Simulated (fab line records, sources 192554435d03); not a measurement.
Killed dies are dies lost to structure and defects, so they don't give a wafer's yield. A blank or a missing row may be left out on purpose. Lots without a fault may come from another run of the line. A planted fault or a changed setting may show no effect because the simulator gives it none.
fab line records | flow n5_finfet
record lots=24 wafers=72 last_day=19
route steps=1938 shown GATE_CUT@513 MOL_CONTACT_COAG@539
lots that met no fault: from a run of the same line without faults
start_h: hours from the record's first day to the start of the lot's first wafer shown | wait_h: hours since the lot's step before | " the same as in the row above | L1.1+2: a row that stands for several wafers | - no value, or no start given | * or withheld: withheld | < > ~ a bound
route shown NAME@n: a module of which the file shows steps, and the number in the route of the first | usual: mean/standard deviation of fault-free wafers | same: alike in all rows | chamber/n: place in a boat | sites: the reading at each site | _std_site: their standard deviation | _edge_site: outer sites' mean less inner sites' | radius_mm: how far each site lies from the wafer's centre | mask NAME#n: copy n | behind: the tool/chamber that last shaped the wafer | hold: why the lot was held/for how many hours/how that ended | device: the transistor (n, p or np) that didn't switch | end of line: the same wafers' tests at the end of the route | a step without rows: its recipe alone | killed: dies lost to structure and defects at the first sort, not the wafer's yield | map: a wafer's dies, x killed, . not, _ none there
set.NAME: the setting as run; set.NAME@STEP: as run at that earlier step | model.NAME: the simulator's own value behind a step, which no gauge read
steps of the route over a sample of lots; a table a step, a row a wafer
services: from which hour (start_h, from the record's first day; less than 0 if before it) a tool's chamber was out of use, for how many hours, and why
## steps
# step N5_GATE_CUT_CMP_43
# recipe material=SiO2 post_cmp_clean=rinse_only
# usual motor_current_A=12.2/1.3
# columns lot.wafer tool chamber start_h wait_h motor_current_A
L074.3 cmp-01 1 86.25 0.3 11.8
L074.6 " 2 " " 11.3
L074.5 " 3 " " 11.3
L075.2 cmp-01 1 94.71 0.1 12.9
L075.3 " 3 " " 11.1
L075.5 " 0 " " 14.1
L076.2 cmp-03 1 99.73 0.1 9.6
L076.1 " 2 " " 12.3
L076.6 " 1 " " 10.2
L078.1 cmp-03 2 110.61 0.0 12.2
L078.3 " 3 " " 13.0
L078.4 " 1 " " 10.6
L077.2 cmp-02 2 110.81 0.1 11.5
L077.1 " 3 " " 13.3
L077.6 " 2 " " 11.9
L079.1 cmp-01 2 117.14 0.0 11.3
L079.3 " 3 " " 10.7
L079.6 " 3 " " 11.5
L080.3 cmp-01 3 123.56 0.3 11.3
L080.6 " 0 " " 15.2
L080.5 " 1 " " 11.8
L081.1 cmp-03 0 130.18 0.0 14.3
L081.2 " 1 " " 9.6
L081.5 " 0 " " 14.5
L082.1 cmp-02 0 137.62 0.0 10.5
L082.2 " 1 " " 10.8
L082.6 " 0 " " 10.8
L083.1 cmp-01 1 140.77 0.0 12.5
L083.2 " 3 " " 11.3
L083.3 " 0 " " 14.6
L084.1 cmp-02 1 145.16 0.3 11.3
L084.5 " 2 " " 12.1
L084.6 " 3 " " 12.9
L085.3 cmp-03 2 153.80 0.0 13.0
L085.1 " 1 " " 10.0
L085.6 " 3 " " 13.2
L086.1 cmp-03 2 161.04 0.0 12.0
L086.3 " 1 " " 9.7
L086.5 " 2 " " 12.5
L087.2 cmp-03 3 164.91 0.0 11.9
L087.5 " 3 " " 13.2
L087.6 " 0 " " 14.8
L088.3 cmp-02 3 172.10 0.1 12.3
L088.6 " 2 " " 11.0
L088.5 " 3 " " 13.0
L089.1 cmp-03 0 174.28 0.2 14.2
L089.3 " 1 " " 10.1
L089.6 " 3 " " 12.7
L090.1 cmp-02 3 184.37 0.2 13.2
L090.3 " 0 " " 10.1
L090.5 " 2 " " 11.8
L091.4 cmp-01 2 189.73 0.0 11.1
L091.1 " 3 " " 11.2
L091.6 " 3 " " 11.3
L092.2 cmp-01 0 195.15 0.1 14.0
L092.3 " 1 " " 12.6
L092.6 " 3 " " 11.2
L093.1 cmp-03 0 203.82 0.3 14.3
L093.3 " 1 " " 10.1
L093.5 " 2 " " 12.8
L094.1 cmp-02 2 204.06 0.0 11.6
L094.2 " 0 " " 10.0
L094.5 " 2 " " 12.1
L095.4 cmp-02 1 210.49 0.0 11.2
L095.1 " 0 " " 10.7
L095.6 " 2 " " 11.8
L096.4 cmp-01 0 216.35 0.0 14.5
L096.1 " 1 " " 12.2
L096.3 " 2 " " 11.2
L097.1 cmp-01 3 228.09 0.2 11.3
L097.3 " 0 " " 14.8
L097.6 " 2 " " 11.4
# step N5_MOL_CONTACT_COAG_STRIP_98
# recipe chemistry=N2/H2 power_w=500 temp_c=40 pressure_mtorr=50 rf_frequency_hz=6e+07 overash_fraction=0.3 bias_power_w=8 h2_frac=0.5 n2_flow_sccm=300 h2_flow_sccm=300
# usual drypump_motor_current_A=5.7/0.48 oes_product_au=0.79/0.1 rf_vpp_V=54.1/1.6 showerhead_plenum_p_Torr=3.39/0.083 throttle_valve_pct=18.9/0.32
# columns lot.wafer tool chamber start_h wait_h drypump_motor_current_A oes_product_au rf_hours_counter_h rf_vpp_V showerhead_plenum_p_Torr throttle_valve_pct
L074.3 rie_diel-06 3 87.47 0.0 5.8 0.75 147 52.7 3.33 18.7
L074.5 " 1 " " 5.7 0.93 - 55.1 3.47 18.8
L074.6 " 0 " " 5.8 0.97 - 55.0 3.42 19.1
L075.2 rie_diel-05 1 96.21 0.0 5.4 0.76 144 55.5 3.36 19.0
L075.3 " 3 " " 5.4 0.94 4 54.5 3.45 19.2
L075.5 " 1 " " 5.4 0.76 - 54.0 3.36 18.9
L076.1 rie_diel-02 1 101.24 0.0 5.0 0.72 199 51.7 3.32 18.9
L076.2 " 0 " " 5.2 0.71 202 55.8 3.45 19.2
L076.6 " 3 " " 6.4 0.68 - 54.0 3.15 18.6
L078.1 rie_diel-05 1 112.20 0.0 5.4 0.77 149 56.8 3.36 19.0
L078.3 " 3 " " 5.4 0.96 9 54.8 3.45 19.2
L078.4 " 2 " " 5.5 0.70 194 55.8 3.34 18.8
L077.1 rie_diel-02 1 112.36 0.0 5.0 0.72 204 54.6 3.32 19.0
L077.2 " 0 " " 5.2 0.70 206 55.7 3.45 19.1
L077.6 " 3 " " 6.4 0.69 - 54.6 3.14 18.6
L079.1 rie_diel-02 0 118.60 0.0 5.2 0.71 208 52.6 3.45 19.2
L079.3 " 2 " " 5.8 0.92 23 54.3 3.42 19.0
L079.6 " 0 " " 5.2 0.71 - 55.1 3.45 19.1
L080.3 rie_diel-05 2 125.05 0.0 5.5 0.69 199 52.5 3.34 18.8
L080.5 " 3 " " 5.4 0.93 - 54.2 3.45 19.2
L080.6 " 2 " " 5.5 0.70 - 50.7 3.34 18.8
L081.1 rie_diel-06 3 131.77 0.0 5.8 0.75 162 54.0 3.33 18.7
L081.2 " 1 " " 5.8 0.89 26 55.4 3.46 18.9
L081.5 " 1 " " 5.7 0.88 - 55.0 3.46 18.9
L082.1 rie_diel-02 3 139.50 0.0 6.4 0.98 2 53.3 3.55 18.1
L082.2 " 1 " " 5.0 0.70 215 56.5 3.31 19.0
L082.6 " 2 " " 5.8 0.89 - 56.9 3.41 18.9
L083.1 rie_diel-02 2 142.24 0.0 5.8 0.90 32 53.4 3.41 19.0
L083.2 " 1 " " 5.0 0.71 216 56.3 3.31 19.0
L083.3 " 3 " " 6.3 0.98 2 54.9 3.55 18.1
L084.1 rie_diel-06 3 146.38 0.0 5.8 0.71 166 55.8 3.33 18.7
L084.5 " 3 " " 5.8 0.74 - 53.3 3.33 18.7
L084.6 " 2 " " 6.3 0.73 - 55.9 3.32 18.8
L085.1 rie_diel-02 3 155.40 0.0 6.4 0.98 4 52.7 3.55 18.1
L085.3 " 2 " " 5.8 0.89 36 52.3 3.41 18.9
L085.6 " 2 " " 5.8 0.88 - 51.3 3.41 19.0
L086.1 rie_diel-02 2 163.67 0.0 5.8 0.87 40 51.4 3.41 19.0
L086.3 " 0 " " 5.2 0.69 222 55.2 3.44 19.2
L086.5 " 3 " " 6.4 0.96 - 53.2 3.54 18.1
L087.2 rie_diel-05 1 166.37 0.0 5.4 0.74 168 51.9 3.35 19.0
L087.5 " 1 " " 5.4 0.75 - 55.6 3.35 19.0
L087.6 " 0 " " 6.2 0.73 - 51.2 3.34 19.0
L088.3 rie_diel-06 0 173.48 0.0 5.8 0.89 33 53.7 3.40 19.2
L088.5 " 0 " " 5.8 0.91 - 55.2 3.40 19.2
L088.6 " 3 " " 5.8 0.72 - 54.2 3.32 18.8
L089.1 rie_diel-05 3 175.70 0.0 5.3 0.90 29 52.5 3.44 19.2
L089.3 " 2 " " 5.5 0.68 218 58.3 3.33 18.9
L089.6 " 2 " " 5.5 0.69 - 55.7 3.33 18.9
L090.1 rie_diel-02 1 185.68 0.0 5.0 0.69 226 52.2 3.30 19.0
L090.3 " 3 " " 6.4 0.93 14 54.2 3.54 18.1
L090.5 " 0 " " 5.2 0.69 - 52.0 3.44 19.2
L091.1 rie_diel-05 1 191.47 0.0 5.4 0.74 175 54.3 3.34 19.0
L091.4 " 0 " " 6.2 0.71 173 51.7 3.33 19.1
L091.6 " 0 " " 6.2 0.71 - 54.6 3.34 19.1
L092.2 rie_diel-02 2 196.89 0.0 5.8 0.84 50 52.9 3.40 19.0
L092.3 " 1 " " 5.0 0.70 230 54.9 3.30 19.0
L092.6 " 3 " " 6.4 0.93 - 52.9 3.54 18.1
L093.1 rie_diel-02 0 205.25 0.0 5.2 0.68 233 57.0 3.43 19.2
L093.3 " 3 " " 6.4 0.93 22 53.6 3.54 18.1
L093.5 " 3 " " 6.4 0.93 - 53.5 3.54 18.1
L094.1 rie_diel-02 2 205.65 0.0 5.8 0.84 54 53.9 3.40 18.9
L094.2 " 0 " " 5.2 0.68 233 53.9 3.44 19.2
L094.5 " 1 " " 4.9 0.68 - 51.8 3.30 19.0
L095.1 rie_diel-02 1 211.95 0.0 5.0 0.70 234 53.8 3.30 19.0
L095.4 " 3 " " 6.4 0.93 25 52.6 3.53 18.1
L095.6 " 0 " " 5.2 0.69 - 54.7 3.43 19.2
L096.1 rie_diel-06 3 217.92 0.0 5.8 0.72 188 51.1 3.31 18.7
L096.3 " 0 " " 5.8 0.88 45 54.7 3.40 19.2
L096.4 " 1 " " 5.7 0.84 49 53.9 3.45 18.9
L097.1 rie_diel-02 3 229.61 0.0 6.4 0.89 33 55.4 3.53 18.2
L097.3 " 0 " " 5.2 0.68 243 51.6 3.43 19.2
L097.6 " 3 " " 6.4 0.90 - 57.9 3.53 18.2
# step N5_MOL_CONTACT_COAG_SPUTTER_130
# recipe material=Co target_thk_a=475 temp_c=25 chamber_pressure_pa=0.5 power_w=3000
# usual susceptor_temp_C=25.00/0.11 throttle_valve_pct=30.0/0.9
# columns lot.wafer tool chamber start_h wait_h susceptor_temp_C throttle_valve_pct
L074.3 pvd_sputter-02 - 94.06 0.0 24.85 30.5
L074.5 " - " " 25.02 29.5
L074.6 " - " " 24.92 29.5
L075.2 pvd_sputter-01 - 103.35 0.0 25.00 29.8
L075.3 " - " " 25.02 31.9
L075.5 " - " " 24.87 29.1
L076.1 pvd_sputter-02 - 106.27 0.0 25.07 30.6
L076.2 " - " " 24.99 31.3
L076.6 " - " " 25.02 29.8
L078.1 pvd_sputter-01 - 117.56 0.0 25.22 28.9
L078.3 " - " " 25.02 29.9
L078.4 " - " " 24.90 29.4
L077.1 pvd_sputter-01 - 118.06 0.0 25.04 29.3
L077.2 " - " " 25.10 30.0
L077.6 " - " " 25.09 28.6
L079.1 pvd_sputter-01 - 122.75 0.0 24.99 28.5
L079.3 " - " " 24.98 30.1
L079.6 " - " " 25.08 29.0
L080.3 pvd_sputter-03 - 132.22 0.0 24.97 31.0
L080.5 " - " " 24.92 30.2
L080.6 " - " " 25.02 28.4
L081.1 pvd_sputter-01 - 136.28 0.0 24.94 29.5
L081.2 " - " " 24.93 31.8
L081.5 " - " " 24.97 28.8
L082.1 pvd_sputter-02 - 148.27 0.0 24.84 29.8
L082.2 " - " " 24.98 31.1
L082.6 " - " " 25.06 31.3
L083.1 pvd_sputter-03 - 148.66 0.0 25.00 30.2
L083.2 " - " " 25.12 30.0
L083.3 " - " " 24.78 28.3
L084.1 pvd_sputter-03 - 151.88 0.0 24.77 30.0
L084.5 " - " " 24.70 30.1
L084.6 " - " " 25.02 30.8
L085.1 pvd_sputter-02 - 160.78 0.0 24.91 30.9
L085.3 " - " " 25.12 29.6
L085.6 " - " " 24.92 29.5
L086.1 pvd_sputter-02 - 170.07 0.0 25.10 29.6
L086.3 " - " " 25.07 30.8
L086.5 " - " " 24.88 31.2
L087.2 pvd_sputter-02 - 170.33 0.0 25.08 29.6
L087.5 " - " " 24.94 29.6
L087.6 " - " " 24.97 30.5
L088.3 pvd_sputter-02 - 182.70 0.0 24.85 29.7
L088.5 " - " " 24.76 29.8
L088.6 " - " " 25.10 29.7
L089.1 pvd_sputter-02 - 183.16 0.0 25.15 31.4
L089.3 " - " " 25.01 30.7
L089.6 " - " " 25.07 31.5
L090.1 pvd_sputter-03 - 193.69 0.0 25.07 30.0
L090.3 " - " " 25.03 30.0
L090.5 " - " " 25.02 28.4
L091.1 pvd_sputter-01 - 197.31 0.0 25.19 31.6
L091.4 " - " " 24.96 29.0
L091.6 " - " " 25.08 29.1
L092.2 pvd_sputter-02 - 202.97 0.0 24.83 30.3
L092.3 " - " " 25.13 29.5
L092.6 " - " " 24.78 30.4
L093.1 pvd_sputter-02 - 210.56 0.0 24.93 29.7
L093.3 " - " " 25.15 29.9
L093.5 " - " " 25.15 30.8
L094.1 pvd_sputter-03 - 210.96 0.0 25.02 31.0
L094.2 " - " " 24.99 29.8
L094.5 " - " " 24.98 30.9
L095.1 pvd_sputter-03 - 216.89 0.0 25.02 28.5
L095.4 " - " " 24.99 30.6
L095.6 " - " " 25.00 28.5
L096.1 pvd_sputter-01 - 224.77 0.0 24.96 28.9
L096.3 " - " " 24.90 30.0
L096.4 " - " " 24.96 31.9
L097.1 pvd_sputter-02 - 237.63 0.0 25.20 29.9
L097.3 " - " " 24.97 31.2
L097.6 " - " " 24.90 30.4
# step N5_MOL_CONTACT_COAG_ALD_27
# recipe material=SiOC target_thk_a=170 temp_c=400 ald_precursor_family=carbosiloxane ald_co_reactant=H2-plasma pulse_time_s=1.5 time_s=2720 purge_time_s=2 co_reactant_purge_time_s=2 ald_cycles=340 pressure_torr=2
# usual heater_power_outer_w=534/55 heater_power_w=853/66 precursor_pulse_height_rel=0.999/0.019 susceptor_temp_C=399.99/0.21
# columns lot.wafer tool chamber start_h wait_h heater_power_outer_w heater_power_w precursor_pulse_height_rel since_wet_clean_h susceptor_temp_C
L074.3 ald_sin-02 2 95.06 0.0 619 988 0.993 285 399.74
L074.5 " 2 " " 606 935 1.022 - 400.02
L074.6 " 3 " " 626 909 1.033 - 400.11
L075.2 ald_sin-01 3 104.70 0.3 506 869 0.998 97 400.00
L075.3 " 1 " " 495 782 1.005 97 399.76
L075.5 " 1 " " 496 795 0.999 - 400.03
L076.1 ald_sin-04 2 107.29 0.0 493 833 1.017 8 399.98
L076.2 " 3 " " 485 798 0.995 8 400.01
L076.6 " 2 " " 492 833 1.050 - 399.96
L078.1 ald_sin-01 1 118.64 0.0 499 786 0.996 111 399.75
L078.3 " 0 " " 524 817 0.983 111 399.98
L078.4 " 2 " " 540 836 1.018 111 399.88
L077.1 ald_sin-04 3 119.79 0.7 481 785 0.979 21 400.46
L077.2 " 2 " " 494 805 0.980 21 399.74
L077.6 " 0 " " 594 941 0.974 - 400.17
L079.1 ald_sin-02 2 123.75 0.0 613 960 0.988 313 399.96
L079.3 " 1 " " 605 941 0.969 313 399.72
L079.6 " 1 " " 582 947 1.015 - 399.86
L080.3 ald_sin-04 0 133.25 0.0 581 930 0.974 34 399.83
L080.5 " 3 " " 483 805 1.013 - 400.18
L080.6 " 0 " " 601 944 0.990 - 400.10
L081.1 ald_sin-02 0 137.28 0.0 489 775 0.986 327 400.08
L081.2 " 1 " " 599 926 0.989 327 400.09
L081.5 " 3 " " 634 936 0.990 - 399.64
L082.1 ald_sin-02 0 149.27 0.0 495 792 1.004 339 400.11
L082.2 " 2 " " 613 1011 0.994 339 399.73
L082.6 " 1 " " 590 946 1.013 - 399.87
L083.1 ald_sin-04 2 149.87 0.2 510 831 1.019 51 399.94
L083.2 " 0 " " 601 924 0.981 51 400.22
L083.3 " 1 " " 470 782 1.019 51 399.70
L084.1 ald_sin-01 0 152.88 0.0 520 826 0.975 145 400.01
L084.5 " 0 " " 529 796 0.982 - 399.79
L084.6 " 1 " " 497 770 0.977 - 400.39
L085.1 ald_sin-04 2 161.78 0.0 490 826 0.978 63 399.95
L085.3 " 3 " " 482 801 1.007 63 400.18
L085.6 " 0 " " 588 902 0.999 - 399.81
L087.2 ald_sin-04 3 171.39 0.0 499 810 1.010 72 399.83
L087.5 " 0 " " 592 923 1.008 - 400.16
L087.6 " 3 " " 489 831 1.016 - 399.66
L086.1 ald_sin-02 1 171.72 0.2 599 932 1.008 361 400.25
L086.3 " 0 " " 498 796 0.997 361 399.89
L086.5 " 0 " " 497 768 0.969 - 399.78
L088.3 ald_sin-01 1 184.91 0.8 502 810 0.990 - 400.21
L088.5 " 3 " " 517 855 1.020 - 399.95
L088.6 " 1 " " 514 838 1.018 - 400.14
L089.1 ald_sin-01 2 186.55 2.4 528 836 1.016 179 400.14
L089.3 " 1 " " 496 798 0.983 179 399.88
L089.6 " 3 " " 507 894 1.009 - 399.95
L090.1 ald_sin-01 1 195.22 0.0 486 808 1.007 188 399.92
L090.3 " 2 " " 548 837 0.997 188 400.12
L090.5 " 3 " " 512 866 1.004 - 400.28
L091.1 ald_sin-02 0 198.32 0.0 479 796 1.029 8 400.32
L091.4 " 3 " " 654 999 0.982 8 400.25
L091.6 " 0 " " 489 765 0.990 - 400.37
L092.2 ald_sin-04 1 203.97 0.0 467 790 1.028 105 400.36
L092.3 " 0 " " 585 924 1.003 105 399.94
L092.6 " 3 " " 486 801 1.004 - 400.05
L093.1 ald_sin-01 0 211.60 0.0 513 833 0.989 204 400.17
L093.3 " 3 " " 506 882 1.003 204 399.88
L093.5 " 3 " " 515 854 1.005 - 399.84
L094.1 ald_sin-04 0 212.09 0.1 597 915 1.017 113 399.97
L094.2 " 2 " " 497 815 1.000 113 399.60
L094.5 " 1 " " 455 791 0.992 - 399.77
L095.1 ald_sin-02 3 217.92 0.0 649 975 1.019 27 399.68
L095.4 " 0 " " 496 769 0.995 27 399.93
L095.6 " 3 " " 677 985 1.007 - 399.40
L096.1 ald_sin-04 0 226.35 0.1 613 948 0.996 127 400.13
L096.3 " 2 " " 497 822 0.992 127 399.81
L096.4 " 3 " " 486 810 1.015 127 399.97
L097.1 ald_sin-01 0 238.66 0.0 508 813 1.014 231 399.29
L097.3 " 3 " " 512 877 0.974 231 399.95
L097.6 " 1 " " 494 802 0.994 - 400.11
# step N5_MOL_CONTACT_COAG_CD_MEAS_84
# recipe target_cd_nm=25.1 landing_energy_ev=500 detector=se_inlens polarity=opening
# usual cd_nm=25.10/0.23
# columns lot.wafer tool chamber start_h wait_h cd_nm
L074.3 cd_sem-01 0 98.03 - 25.33
L074.5 " 0 " " 25.24
L074.6 " 0 " " 25.17
L075.2 cd_sem-01 0 107.70 - 25.32
L075.3 " 0 " " 24.97
L075.5 " 0 " " 25.05
L076.1 cd_sem-02 0 110.15 - 25.13
L076.2 " 0 " " 24.91
L076.6 " 0 " " 24.77
L078.1 cd_sem-03 0 121.87 - 25.04
L078.3 " 0 " " 24.90
L078.4 " 0 " " 24.72
L077.1 cd_sem-03 0 122.65 - 24.51
L077.2 " 0 " " 24.84
L077.6 " 0 " " 25.00
L079.1 cd_sem-03 0 126.49 - 25.08
L079.3 " 0 " " 24.82
L079.6 " 0 " " 25.09
L080.3 cd_sem-02 0 136.29 - 25.37
L080.5 " 0 " " 25.01
L080.6 " 0 " " 24.93
L081.1 cd_sem-02 0 140.33 - 25.42
L081.2 " 0 " " 24.82
L081.5 " 0 " " 25.09
L082.1 cd_sem-01 0 152.44 - 24.98
L082.2 " 0 " " 25.12
L082.6 " 0 " " 25.12
L083.1 cd_sem-01 0 152.74 - 25.19
L083.2 " 0 " " 25.15
L083.3 " 0 " " 25.13
L084.1 cd_sem-02 0 155.75 - 24.68
L084.5 " 0 " " 25.13
L084.6 " 0 " " 24.98
L085.1 cd_sem-01 0 164.82 - 25.04
L085.3 " 0 " " 25.02
L085.6 " 0 " " 25.22
L087.2 cd_sem-03 0 174.13 - 25.45
L087.5 " 0 " " 25.33
L087.6 " 0 " " 25.24
L086.1 cd_sem-03 0 174.46 - 25.82
L086.3 " 0 " " 25.62
L086.5 " 0 " " 25.16
L088.3 cd_sem-02 0 190.22 - 25.08
L088.5 " 0 " " 25.30
L088.6 " 0 " " 24.98
L089.1 cd_sem-01 0 190.54 - 24.81
L089.3 " 0 " " 24.91
L089.6 " 0 " " 25.21
L090.1 cd_sem-01 0 198.08 - 24.95
L090.3 " 0 " " 25.16
L090.5 " 0 " " 25.27
L091.1 cd_sem-03 0 201.06 - 25.16
L091.4 " 0 " " 24.84
L091.6 " 0 " " 25.38
L092.2 cd_sem-03 0 206.72 - 25.09
L092.3 " 0 " " 24.87
L092.6 " 0 " " 25.29
L093.1 cd_sem-03 0 214.48 - 24.99
L093.3 " 0 " " 24.85
L093.5 " 0 " " 25.14
L094.1 cd_sem-02 0 214.83 - 25.12
L094.2 " 0 " " 25.31
L094.5 " 0 " " 25.08
L095.1 cd_sem-01 0 220.79 - 25.08
L095.4 " 0 " " 24.97
L095.6 " 0 " " 24.42
L096.1 cd_sem-03 0 229.25 - 25.14
L096.3 " 0 " " 25.18
L096.4 " 0 " " 24.93
L097.1 cd_sem-03 0 241.71 - 25.11
L097.3 " 0 " " 25.15
L097.6 " 0 " " 25.44
# step N5_MOL_CONTACT_COAG_ETCH_89
# recipe chemistry=N2/H2 target=underlayer target_depth_a=130 mask_material=CAR-EUV time_s=10.4 ion_energy_ev=200 pressure_mtorr=30 source_w=840 bias_w=150 n2_flow_sccm=200 h2_flow_sccm=200 ends=cleared
# usual drypump_motor_current_A=5.7/0.43 etch_rf_on_time_s=10.39/0.22 oes_product_au=0.65/0.073 rf_fwd_power_W=819.8/2.6 rf_vpp_V=524.1/1.5 showerhead_plenum_p_Torr=2.55/0.048 throttle_valve_pct=17.92/0.13
# columns lot.wafer tool chamber start_h wait_h drypump_motor_current_A etch_rf_on_time_s oes_product_au rf_fwd_power_W rf_hours_counter_h rf_vpp_V showerhead_plenum_p_Torr throttle_valve_pct
L074.3 rie_diel-05 3 98.18 0.0 5.3 9.98 0.83 818.6 5 524.7 2.61 17.80
L074.5 " 1 " " 5.4 10.29 0.65 815.1 - 524.0 2.55 18.03
L074.6 " 2 " " 5.5 10.58 0.60 821.4 - 522.1 2.53 17.82
L075.2 rie_diel-02 0 107.86 0.0 5.2 10.44 0.60 817.1 204 525.7 2.61 18.10
L075.3 " 3 " " 6.4 10.55 0.57 819.7 250 519.6 2.37 17.90
L075.5 " 0 " " 5.2 10.32 0.61 815.7 - 524.5 2.61 18.12
L076.1 rie_diel-05 3 110.31 0.0 5.3 9.98 0.82 818.9 8 525.4 2.61 17.82
L076.2 " 0 " " 6.3 10.50 0.63 822.3 146 524.6 2.53 18.00
L076.6 " 1 " " 5.4 10.32 0.65 820.9 - 523.5 2.54 18.02
L078.1 rie_diel-02 2 122.26 0.0 5.8 10.52 0.75 821.0 25 526.8 2.59 17.74
L078.3 " 0 " " 5.2 10.26 0.61 820.7 210 526.5 2.61 18.12
L078.4 " 1 " " 5.0 10.65 0.60 818.1 - 523.1 2.51 17.86
L077.1 rie_diel-02 2 122.81 0.0 5.8 10.57 0.75 815.2 25 525.5 2.59 17.74
L077.2 " 1 " " 5.0 10.72 0.60 815.0 208 522.5 2.51 17.89
L077.6 " 0 " " 5.2 10.31 0.61 819.1 - 526.2 2.61 18.11
L079.1 rie_diel-05 0 127.22 0.0 6.2 10.50 0.62 824.3 152 522.8 2.53 17.98
L079.3 " 3 " " 5.3 9.93 0.80 820.8 12 525.9 2.61 17.81
L079.6 " 0 " " 6.2 10.38 0.62 821.5 - 522.2 2.53 17.98
L080.3 rie_diel-06 3 136.45 0.0 5.8 10.43 0.64 816.1 163 524.7 2.52 17.77
L080.5 " 1 " " 5.7 10.18 0.76 823.5 - 523.9 2.62 17.70
L080.6 " 2 " " 6.3 10.68 0.61 819.2 - 521.9 2.52 17.84
L081.1 rie_diel-05 3 140.49 0.0 5.3 10.05 0.79 820.9 17 524.7 2.61 17.84
L081.2 " 2 " " 5.5 10.62 0.60 818.3 206 524.2 2.53 17.86
L081.5 " 1 " " 5.4 10.39 0.64 822.5 - 523.2 2.54 18.04
L082.1 rie_diel-05 1 152.60 0.0 5.4 10.28 0.64 821.5 164 522.9 2.54 18.05
L082.2 " 0 " " 6.2 10.54 0.62 818.0 161 523.9 2.53 18.00
L082.6 " 3 " " 5.3 10.05 0.78 824.2 - 526.6 2.61 17.82
L083.1 rie_diel-02 1 152.90 0.0 5.0 10.72 0.59 820.6 218 523.5 2.50 17.89
L083.2 " 3 " " 6.4 10.13 0.83 820.6 3 528.3 2.69 17.44
L083.3 " 2 " " 5.8 10.40 0.74 817.1 35 525.8 2.58 17.78
L084.1 rie_diel-05 1 155.90 0.0 5.4 10.42 0.64 818.8 165 523.6 2.54 18.06
L084.5 " 0 " " 6.3 10.48 0.62 821.1 - 524.2 2.53 18.00
L084.6 " 3 " " 5.3 9.96 0.78 814.3 - 525.4 2.61 17.81
L085.1 rie_diel-02 0 164.98 0.0 5.2 10.42 0.60 819.4 223 525.9 2.61 18.15
L085.3 " 2 " " 5.8 10.57 0.73 816.6 40 526.7 2.58 17.79
L085.6 " 3 " " 6.4 10.32 0.80 819.4 - 527.4 2.69 17.43
L087.2 rie_diel-05 1 174.36 0.0 5.4 10.18 0.64 817.0 171 522.6 2.53 18.08
L087.5 " 0 " " 6.2 10.37 0.61 816.3 - 522.4 2.53 18.02
L087.6 " 1 " " 5.4 10.26 0.63 818.4 - 523.9 2.53 18.06
L086.1 rie_diel-05 3 174.62 0.0 5.3 9.91 0.77 819.1 28 524.8 2.60 17.85
L086.3 " 1 " " 5.4 10.29 0.63 817.7 171 524.7 2.53 18.08
L086.5 " 3 " " 5.3 9.98 0.77 813.6 - 526.8 2.60 17.84
L088.3 rie_diel-05 1 190.37 0.0 5.4 10.29 0.64 819.5 175 523.7 2.53 18.08
L088.5 " 0 " " 6.2 10.46 0.61 821.2 - 524.3 2.52 18.03
L088.6 " 3 " " 5.3 10.01 0.75 820.2 - 525.1 2.60 17.83
L089.1 rie_diel-06 1 190.72 0.0 5.8 10.39 0.72 817.5 41 525.6 2.61 17.75
L089.3 " 0 " " 5.8 10.31 0.76 822.3 36 525.4 2.58 17.84
L089.6 " 2 " " 6.3 10.60 0.59 818.8 - 522.9 2.51 17.89
L090.1 rie_diel-05 1 198.24 0.0 5.4 10.32 0.63 824.4 178 523.6 2.53 18.09
L090.3 " 2 " " 5.5 10.60 0.58 822.7 224 521.9 2.52 17.87
L090.5 " 0 " " 6.2 10.51 0.61 818.9 - 521.6 2.52 18.04
L091.1 rie_diel-06 2 201.31 0.0 6.3 10.45 0.60 820.1 211 522.2 2.51 17.89
L091.4 " 3 " " 5.9 10.31 0.63 819.5 183 523.0 2.51 17.82
L091.6 " 3 " " 5.8 10.39 0.63 820.3 - 523.8 2.51 17.82
L092.2 rie_diel-05 3 206.87 0.0 5.4 10.01 0.75 822.2 38 526.2 2.60 17.85
L092.3 " 1 " " 5.4 10.32 0.63 820.0 180 522.2 2.53 18.09
L092.6 " 1 " " 5.4 10.26 0.63 818.0 - 522.1 2.53 18.08
L093.1 rie_diel-05 0 214.64 0.0 6.3 10.46 0.60 818.5 181 523.3 2.52 18.03
L093.3 " 3 " " 5.3 10.11 0.75 817.4 40 525.6 2.60 17.87
L093.5 " 3 " " 5.3 10.12 0.73 814.5 - 524.3 2.60 17.85
L094.1 rie_diel-05 2 214.98 0.0 5.5 10.76 0.57 817.5 228 523.0 2.52 17.91
L094.2 " 0 " " 6.2 10.42 0.61 818.6 181 524.5 2.52 18.04
L094.5 " 2 " " 5.5 10.72 0.58 818.6 - 523.5 2.52 17.88
L095.1 rie_diel-06 0 221.34 0.0 5.8 10.22 0.75 819.9 47 525.2 2.57 17.86
L095.4 " 1 " " 5.7 10.38 0.72 822.2 51 525.1 2.61 17.75
L095.6 " 2 " " 6.3 10.64 0.60 819.9 - 523.3 2.51 17.89
L096.1 rie_diel-05 1 229.53 0.0 5.4 10.35 0.63 821.2 187 522.6 2.53 18.09
L096.3 " 2 " " 5.5 10.81 0.57 825.2 233 524.0 2.51 17.91
L096.4 " 3 " " 5.3 10.08 0.74 824.1 45 525.1 2.60 17.86
L097.1 rie_diel-05 0 241.87 0.0 6.2 10.40 0.59 822.7 191 522.7 2.52 18.05
L097.3 " 2 " " 5.5 10.72 0.57 819.7 237 521.3 2.51 17.91
L097.6 " 0 " " 6.2 10.50 0.60 821.9 - 523.0 2.52 18.05
## services
# columns tool chamber start_h hours kind
ald_sin-04 1 65.57 9.8 repair
rie_diel-05 3 66.19 7.2 repair
ald_sin-01 - 67.08 14.6 pm
rie_diel-06 0 67.14 4.2 repair
ald_sin-01 1 82.93 7.7 repair
ald_sin-04 - 85.55 14.0 pm
cmp-03 - 86.04 1.2 repair
ald_sin-01 3 91.63 6.6 repair
rie_diel-02 2 98.10 16.2 repair
rie_diel-05 3 118.81 5.5 repair
cmp-01 - 131.64 5.3 pm
rie_diel-02 0 153.84 5.9 repair
rie_diel-02 1 156.34 5.9 repair
rie_diel-02 0 190.66 4.0 repair
cmp-03 - 205.77 5.1 pm
cmp-03 - 211.24 3.4 pm
rie_diel-02 2 212.97 7.8 repair
cmp-03 - 215.43 0.8 repair
cmp-03 - 216.23 10.9 pm
ald_sin-04 - 220.24 6.1 pm
ald_sin-04 0 227.91 13.5 repair
cmp-03 - 230.18 2.7 repair
cmp-01 - 232.11 4.0 pm
rie_diel-02 0 233.99 1.9 repair
## key
fault none
